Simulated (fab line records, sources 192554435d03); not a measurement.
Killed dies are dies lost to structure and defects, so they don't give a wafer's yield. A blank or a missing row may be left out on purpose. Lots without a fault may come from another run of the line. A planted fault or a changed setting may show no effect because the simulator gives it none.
Problem report in the 8D (eight disciplines) form, filled by code | flow n5_finfet | the parts of the form that need people (team, actions taken, sign-off) are left out

1. THE PROBLEM
etch_rf_on_time_s at N5_BEOL_M1_ETCH_77 reads a mean of 6.87 s on 3 wafers of 2 lots; wafers without a fault read 5.18 s with a standard deviation of 0.14. That is +12 standard deviations from the usual mean.
The step: etches underlayer in N2/H2, target depth 6.5 nm, time 5.2 s.
First seen on wafer L152.1, day 7 12:13, on rie_diel-03. The record holds 29 wafers of 10 lots with a number at this step. Rule for "out", or "out of limits": more than 4 standard deviations from the usual mean. The other wafers with a number count as sound.

2. WHAT IT IS AND WHAT IT IS NOT
question                    | is                     | is not
which readings at this step | etch_rf_on_time_s      | rf_vpp_V, showerhead_plenum_p_Torr, throttle_valve_pct
which lots                  | L152, L156             | L151, L154, L163, L169, L171, L172, L173, L174
which wafers of those lots  | L152.1, L152.5, L156.3 | L152.4, L156.2, L156.4
read on which tools         | rie_diel-03            | rie_diel-06
when                        | from day 7 12:13       | up to then (6 sound wafers); but 20 sound wafers of L156, L163, L169, L171, L172, L173, L174 came after

3. SUSPECTS, AND WHAT RULES EACH OUT
Counting: a tool at a process step up to the reading stays a suspect if it ran every lot that is out. Sound lots after the first of them don't rule it out here, since some wafers of a struck lot are sound.
- rie_diel-03 at N5_BEOL_M1_ETCH_77 (etches underlayer in N2/H2, target depth 6.5 nm, time 5.2 s): kept. It ran every lot that is out, first L152 (day 7 12:13); its last sound lot up to then is L154 (day 7 09:26). Its own readings are out on those wafers: etch_rf_on_time_s.
Left after counting: rie_diel-03 at N5_BEOL_M1_ETCH_77.

4. THE CAUSE (what the simulator had put in)
Process parameter drift: rie_diel-03, from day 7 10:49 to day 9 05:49, at N5_BEOL_M1_ETCH_77. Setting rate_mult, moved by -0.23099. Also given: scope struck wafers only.
Counting left only this tool.

5. THE CHAIN OF EFFECTS, in route order
Each row: a reading whose mean over the struck wafers that have a number lies more than 3 standard deviations from the usual. Only readings for which the record gives a usual standard deviation are gone through. hours: the time from each lot's start at the first step in this table that gives one to its start at this step, as a median over the lots. sigmas: the change in usual standard deviations.
hours | step               | reading           | usual  | on struck wafers | change | sigmas
0     | N5_BEOL_M1_ETCH_77 | etch_rf_on_time_s | 5.18 s | 6.87             | +1.69  | +12
The process steps in it:
- N5_BEOL_M1_ETCH_77: etches underlayer in N2/H2, target depth 6.5 nm, time 5.2 s.
Later measuring or inspecting steps at which every struck wafer that the step has a row for has a number for every such reading, and none has moved that far: N5_BEOL_M4_RC_MEAS_101.

6. WHAT WOULD HAVE CAUGHT IT SOONER
In this record the first reading out of limits was taken at day 7 12:13, 1 hour after the fault began at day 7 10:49.
